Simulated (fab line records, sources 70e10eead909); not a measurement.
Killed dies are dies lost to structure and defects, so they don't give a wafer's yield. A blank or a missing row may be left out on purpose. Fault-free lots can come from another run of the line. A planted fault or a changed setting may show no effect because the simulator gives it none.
Struck lot and sound lot, side by side ; flow nand_harc ; 15 steps out of a route of 1159
Sound: the wafers L215.1, L215.3, L215.5. Wafers struck: L226.2, L226.3, L226.6. The cause comes at the end.
Order at every step that has rows: each side's tool, ch and its chambers, its first start. Under that, the readings that differ: sound wafers ; struck wafers ; difference of the means ; sigmas: that difference in standard deviations of wafers without a fault.
alike: same words and numbers on both sides, and readings whose means sit less than 2 such deviations apart. not compared: any withheld reading, any reading some wafer has no value for, any bound like >300 that may hide the same value, and any number with overlapping values for which the record gives no deviation.
A row with sigmas, a row that says differs or no value, or rows on one side alone: a step with any of these is where the two part. When numbers do not overlap yet have no deviation, they are printed without sigmas and do not part them. Lack of a reading on every wafer of one side parts them only where that side has two or more wafers.

NHARC_P_GATE_INSPECT_28:
  sound: defect_inspect-01 at day 5 11:35; struck: defect_inspect-01 at day 8 17:08
  alike: raw_defect_count
NHARC_P_GATE_DESCUM_31: chemistry O2, time 3 s.
  sound on rie_diel-06 ch 0,1,2, day 5 11:40; struck on rie_diel-11 ch 0,1, day 8 17:12
  alike: drypump_motor_current_A, oes_product_au, rf_vpp_V, showerhead_plenum_p_Torr, throttle_valve_pct
  not compared: rf_hours_counter_h
NHARC_P_GATE_ETCH_104: etches the open film in CF4/CHF3, target depth 60 nm.
  sound on rie_diel-06 ch 1,3, day 5 11:45; struck on rie_diel-11 ch 0,1,2, day 8 17:17
  alike: drypump_motor_current_A, oes_product_au, rf_vpp_V, showerhead_plenum_p_Torr, throttle_valve_pct
NHARC_P_GATE_HM_OPEN_105: chemistry O2/COS, target depth 360 nm.
  sound on rie_diel-06 ch 1,3; struck on rie_diel-11 ch 0,2
reading;sound;struck;difference;sigmas
drypump_motor_current_A (A);6.1 6.1 6.1;5.1 5.4 5.1;-0.9;-2
  alike: cos_flow_sccm, oes_product_au, rf_vpp_V, showerhead_plenum_p_Torr, throttle_valve_pct
  not compared: rf_hours_counter_h
then, 3 steps without rows for these wafers: NHARC_P_GATE_STRIP_106 (strips in O2/COS); NHARC_P_GATE_ETCH_114 (etches the open film in CF4/O2, target depth 30 nm, overetch 3 nm, time 16.5 s); NHARC_P_GATE_ETCH_32 (etches the open film in HBr/Cl2, target depth 150 nm, time 100.1 s).
NHARC_P_GATE_STRIP_108: strips in O2.
  sound on rie_diel-09 ch 0,1,2, day 5 12:43; struck on rie_diel-11 ch 2,3, day 8 18:05
  alike: drypump_motor_current_A, oes_product_au, rf_vpp_V, showerhead_plenum_p_Torr, throttle_valve_pct
  not compared: rf_hours_counter_h
NHARC_P_GATE_CD_MEAS_33:
  sound: cd_sem-03 at day 5 12:53; struck: cd_sem-02 at day 8 18:15
reading;sound;struck;difference;sigmas
cd_nm (nm);124.6 119.9 121.8;115.1 121.9 112.5;-5.6;-2
then, 3 steps without rows for these wafers: NHARC_P_GATE_STRIP_35 (strips in SPM, time 600 s); NHARC_P_GATE_PRECLEAN_73 (cleans in SC1); NHARC_P_GATE_SRD_74.
NHARC_P_GATE_ALD_36: deposits SiNx, target thk 20 nm, pulse time 60 s, ald cycles 223.
  sound on ald_sin-01 ch 0,2,3, day 5 13:20; struck on ald_sin-01 ch 0,2,3, day 8 18:43
reading;sound;struck;difference;sigmas
ald_cycles;223 223 223;208 208 208;-15;
  alike: heater_power_w, precursor_pulse_height_rel
NHARC_P_GATE_ETCHBACK_37: etches the open film in CHF3/O2, target depth 34.5 nm, time 17.2 s.
  sound on rie_diel-06 ch 0,1,2; struck on rie_diel-06 ch 0,1
  alike: drypump_motor_current_A, oes_product_au, rf_vpp_V, showerhead_plenum_p_Torr, throttle_valve_pct
  not compared: rf_hours_counter_h
NHARC_END_SORT_01:
  the record has rows for the sound wafers here (prober-02 ch 0, day 20 16:58) and none for the struck ones

== WHERE THEY PART ==
Last at NHARC_END_SORT_01 as far as this record goes, first at NHARC_P_GATE_HM_OPEN_105.

WHY: the cause the simulator had injected
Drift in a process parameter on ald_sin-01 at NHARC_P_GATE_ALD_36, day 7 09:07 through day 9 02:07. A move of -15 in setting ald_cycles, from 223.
